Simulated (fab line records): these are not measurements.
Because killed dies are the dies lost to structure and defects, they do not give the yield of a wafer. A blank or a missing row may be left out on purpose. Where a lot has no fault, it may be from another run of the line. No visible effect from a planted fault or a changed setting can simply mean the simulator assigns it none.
Split-lot trial / flow n5_finfet / 39 wafers read from 7 lots, route of 1938 steps

== THE SPLIT ITSELF ==
At N5_BEOL_M7_HM_DEP_02 (deposits TiN, target thk 20 nm), the setting target_thk_a was moved away from the recipe's 200 angstrom on 12 of the 39 wafers read, by -36.8% to +49.9%. All remaining wafers had this setting at the recipe value.

== FROM THE SPLIT TO THE READING: what the file shows between them, 4 steps ==
- N5_BEOL_M7_COAT_59: time 60 s, resist thk 100 nm
- N5_BEOL_M7_COAT_60: time 60 s, resist thk 35 nm
- N5_BEOL_M7_STRIP_68: strips in N2/H2
- N5_BEOL_M7_STRIP_67: strips in CF4

== THE READING ==
etch.depth_nm (the simulator's own value, which no gauge read), in nm, at N5_BEOL_M7_HM_OPEN_17 (chemistry Cl2/BCl3, target TiN, target depth 20 nm, overetch 6 nm). The file gives no usual value for it. Here, 27 wafers ran the recipe; their average is 20.02 nm with a standard deviation of 0.16 nm.

wafer=L074.1; tool, chamber at the split=pvd_sputter-03, -; target_thk_a as run, angstrom=200; against the recipe=recipe; etch.depth_nm, nm=20.31; against lot-mates on the recipe=-
wafer=L074.2; tool, chamber at the split=pvd_sputter-03, -; target_thk_a as run, angstrom=200; against the recipe=recipe; etch.depth_nm, nm=19.9; against lot-mates on the recipe=-
wafer=L074.3; tool, chamber at the split=pvd_sputter-03, -; target_thk_a as run, angstrom=200; against the recipe=recipe; etch.depth_nm, nm=20.06; against lot-mates on the recipe=-
wafer=L074.5; tool, chamber at the split=pvd_sputter-03, -; target_thk_a as run, angstrom=200; against the recipe=recipe; etch.depth_nm, nm=20.06; against lot-mates on the recipe=-
wafer=L074.4; tool, chamber at the split=pvd_sputter-03, -; target_thk_a as run, angstrom=200; against the recipe=recipe; etch.depth_nm, nm=19.87; against lot-mates on the recipe=-
wafer=L074.6; tool, chamber at the split=pvd_sputter-03, -; target_thk_a as run, angstrom=200; against the recipe=recipe; etch.depth_nm, nm=19.83; against lot-mates on the recipe=-
wafer=L078.1; tool, chamber at the split=pvd_sputter-02, -; target_thk_a as run, angstrom=200; against the recipe=recipe; etch.depth_nm, nm=20.29; against lot-mates on the recipe=-
wafer=L078.2; tool, chamber at the split=pvd_sputter-02, -; target_thk_a as run, angstrom=200; against the recipe=recipe; etch.depth_nm, nm=19.97; against lot-mates on the recipe=-
wafer=L078.3; tool, chamber at the split=pvd_sputter-02, -; target_thk_a as run, angstrom=135.5; against the recipe=-32.2%; etch.depth_nm, nm=13.52; against lot-mates on the recipe=-6.65
wafer=L078.4; tool, chamber at the split=pvd_sputter-02, -; target_thk_a as run, angstrom=200; against the recipe=recipe; etch.depth_nm, nm=20.25; against lot-mates on the recipe=-
wafer=L078.5; tool, chamber at the split=pvd_sputter-02, -; target_thk_a as run, angstrom=135.5; against the recipe=-32.2%; etch.depth_nm, nm=13.87; against lot-mates on the recipe=-6.30
wafer=L078.6; tool, chamber at the split=pvd_sputter-02, -; target_thk_a as run, angstrom=135.5; against the recipe=-32.2%; etch.depth_nm, nm=13.67; against lot-mates on the recipe=-6.50
wafer=L091.1; tool, chamber at the split=pvd_sputter-03, -; target_thk_a as run, angstrom=200; against the recipe=recipe; etch.depth_nm, nm=20; against lot-mates on the recipe=-
wafer=L091.2; tool, chamber at the split=pvd_sputter-03, -; target_thk_a as run, angstrom=200; against the recipe=recipe; etch.depth_nm, nm=20.02; against lot-mates on the recipe=-
wafer=L091.3; tool, chamber at the split=pvd_sputter-03, -; target_thk_a as run, angstrom=200; against the recipe=recipe; etch.depth_nm, nm=20.31; against lot-mates on the recipe=-
wafer=L091.4; tool, chamber at the split=pvd_sputter-03, -; target_thk_a as run, angstrom=200; against the recipe=recipe; etch.depth_nm, nm=20.25; against lot-mates on the recipe=-
wafer=L091.5; tool, chamber at the split=pvd_sputter-03, -; target_thk_a as run, angstrom=200; against the recipe=recipe; etch.depth_nm, nm=20.2; against lot-mates on the recipe=-
wafer=L091.6; tool, chamber at the split=pvd_sputter-03, -; target_thk_a as run, angstrom=200; against the recipe=recipe; etch.depth_nm, nm=19.97; against lot-mates on the recipe=-
wafer=L090.1; tool, chamber at the split=pvd_sputter-01, -; target_thk_a as run, angstrom=235.8; against the recipe=+17.9%; etch.depth_nm, nm=23.63; against lot-mates on the recipe=+3.78
wafer=L090.2; tool, chamber at the split=pvd_sputter-01, -; target_thk_a as run, angstrom=235.8; against the recipe=+17.9%; etch.depth_nm, nm=23.56; against lot-mates on the recipe=+3.71
wafer=L090.3; tool, chamber at the split=pvd_sputter-01, -; target_thk_a as run, angstrom=200; against the recipe=recipe; etch.depth_nm, nm=19.92; against lot-mates on the recipe=-
wafer=L090.4; tool, chamber at the split=pvd_sputter-01, -; target_thk_a as run, angstrom=200; against the recipe=recipe; etch.depth_nm, nm=19.69; against lot-mates on the recipe=-
wafer=L090.5; tool, chamber at the split=pvd_sputter-01, -; target_thk_a as run, angstrom=200; against the recipe=recipe; etch.depth_nm, nm=19.93; against lot-mates on the recipe=-
wafer=L090.6; tool, chamber at the split=pvd_sputter-01, -; target_thk_a as run, angstrom=235.8; against the recipe=+17.9%; etch.depth_nm, nm=23.62; against lot-mates on the recipe=+3.77
wafer=L095.1; tool, chamber at the split=pvd_sputter-03, -; target_thk_a as run, angstrom=126.4; against the recipe=-36.8%; etch.depth_nm, nm=12.81; against lot-mates on the recipe=-7.08
wafer=L095.2; tool, chamber at the split=pvd_sputter-03, -; target_thk_a as run, angstrom=200; against the recipe=recipe; etch.depth_nm, nm=19.74; against lot-mates on the recipe=-
wafer=L095.3; tool, chamber at the split=pvd_sputter-03, -; target_thk_a as run, angstrom=200; against the recipe=recipe; etch.depth_nm, nm=19.92; against lot-mates on the recipe=-
wafer=L095.4; tool, chamber at the split=pvd_sputter-03, -; target_thk_a as run, angstrom=126.4; against the recipe=-36.8%; etch.depth_nm, nm=12.66; against lot-mates on the recipe=-7.23
wafer=L095.5; tool, chamber at the split=pvd_sputter-03, -; target_thk_a as run, angstrom=126.4; against the recipe=-36.8%; etch.depth_nm, nm=12.96; against lot-mates on the recipe=-6.93
wafer=L095.6; tool, chamber at the split=pvd_sputter-03, -; target_thk_a as run, angstrom=200; against the recipe=recipe; etch.depth_nm, nm=20; against lot-mates on the recipe=-
wafer=L094.2; tool, chamber at the split=pvd_sputter-01, -; target_thk_a as run, angstrom=200; against the recipe=recipe; etch.depth_nm, nm=19.97; against lot-mates on the recipe=-
wafer=L094.4; tool, chamber at the split=pvd_sputter-01, -; target_thk_a as run, angstrom=200; against the recipe=recipe; etch.depth_nm, nm=20.05; against lot-mates on the recipe=-
wafer=L094.6; tool, chamber at the split=pvd_sputter-01, -; target_thk_a as run, angstrom=200; against the recipe=recipe; etch.depth_nm, nm=20.06; against lot-mates on the recipe=-
wafer=L097.1; tool, chamber at the split=pvd_sputter-02, -; target_thk_a as run, angstrom=299.9; against the recipe=+49.9%; etch.depth_nm, nm=25.53; against lot-mates on the recipe=+5.58
wafer=L097.2; tool, chamber at the split=pvd_sputter-02, -; target_thk_a as run, angstrom=200; against the recipe=recipe; etch.depth_nm, nm=19.87; against lot-mates on the recipe=-
wafer=L097.3; tool, chamber at the split=pvd_sputter-02, -; target_thk_a as run, angstrom=299.9; against the recipe=+49.9%; etch.depth_nm, nm=25.52; against lot-mates on the recipe=+5.57
wafer=L097.4; tool, chamber at the split=pvd_sputter-02, -; target_thk_a as run, angstrom=200; against the recipe=recipe; etch.depth_nm, nm=20.06; against lot-mates on the recipe=-
wafer=L097.5; tool, chamber at the split=pvd_sputter-02, -; target_thk_a as run, angstrom=299.9; against the recipe=+49.9%; etch.depth_nm, nm=25.66; against lot-mates on the recipe=+5.71
wafer=L097.6; tool, chamber at the split=pvd_sputter-02, -; target_thk_a as run, angstrom=200; against the recipe=recipe; etch.depth_nm, nm=19.91; against lot-mates on the recipe=-

THE FIT
A straight line over all 39 wafers: etch.depth_nm changes by +0.156 nm for each +1% of target_thk_a; r = +0.97; the points scatter about the line by 0.82 nm.
The same after taking each lot's own level away (the mean of its wafers on the recipe; 39 wafers): +0.157 nm for each +1%; r = +0.97; scatter 0.83 nm.
That fit puts the effect of the largest move of target_thk_a on the reading at 7.8 nm.
From 19.847 to 20.170 nm: that is the span of the lots' own levels, equal to 2.0 times the standard deviation above.
Consequently the slope shifts little with the lot-to-lot level, the two slopes agreeing.
Check: +7.97 nm against its lot-mates is what the line predicts for one of the wafers moved furthest among these (+49.9%) when that wafer is left out of the fit. It came out at +5.58 nm against them.

== FURTHER SPLITS ON THESE WAFERS ==
Other splits were also applied to these wafers ahead of the reading. Each is held against what the fit with the lots' levels taken away leaves over:
other split on the same wafers=N5_BEOL_M4_ETCH_64 time_s; wafers away from the commonest value=12; r with etch.depth_nm (lot level and that fit taken away)=-0.27
other split on the same wafers=N5_BEOL_M5_VIA_ETCH_34 target_depth_a; wafers away from the commonest value=15; r with etch.depth_nm (lot level and that fit taken away)=+0.12

== THE WHOLE CHAIN: every reading that the file lists as answering this split, in the file's order ==
step=N5_BEOL_M7_HM_DEP_02; what it does=deposits TiN, target thk 20 nm; reading=TiN_of_BEOL_M7_HM_DEP_02.thk_nm (the simulator's own value, which no gauge read); change (the file's fit)=+0.2 nm for each +1% of the setting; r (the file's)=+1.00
step=N5_BEOL_M7_HM_OPEN_17; what it does=chemistry Cl2/BCl3, target TiN, target depth 20 nm, overetch 6 nm; reading=etch.depth_nm (the simulator's own value, which no gauge read); change (the file's fit)=+0.157 nm for each +1% of the setting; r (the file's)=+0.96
step=N5_BEOL_M7_OCD_MEAS_38; what it does=; reading=trench_depth_nm; change (the file's fit)=not straight: 91.1 at the lowest setting, 92.5 at the recipe, 3.1 at the highest; r (the file's)=not given

== FILE'S OWN FIT ==
etch.depth_nm changes by +0.157 nm for each +1% of target_thk_a, r = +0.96.
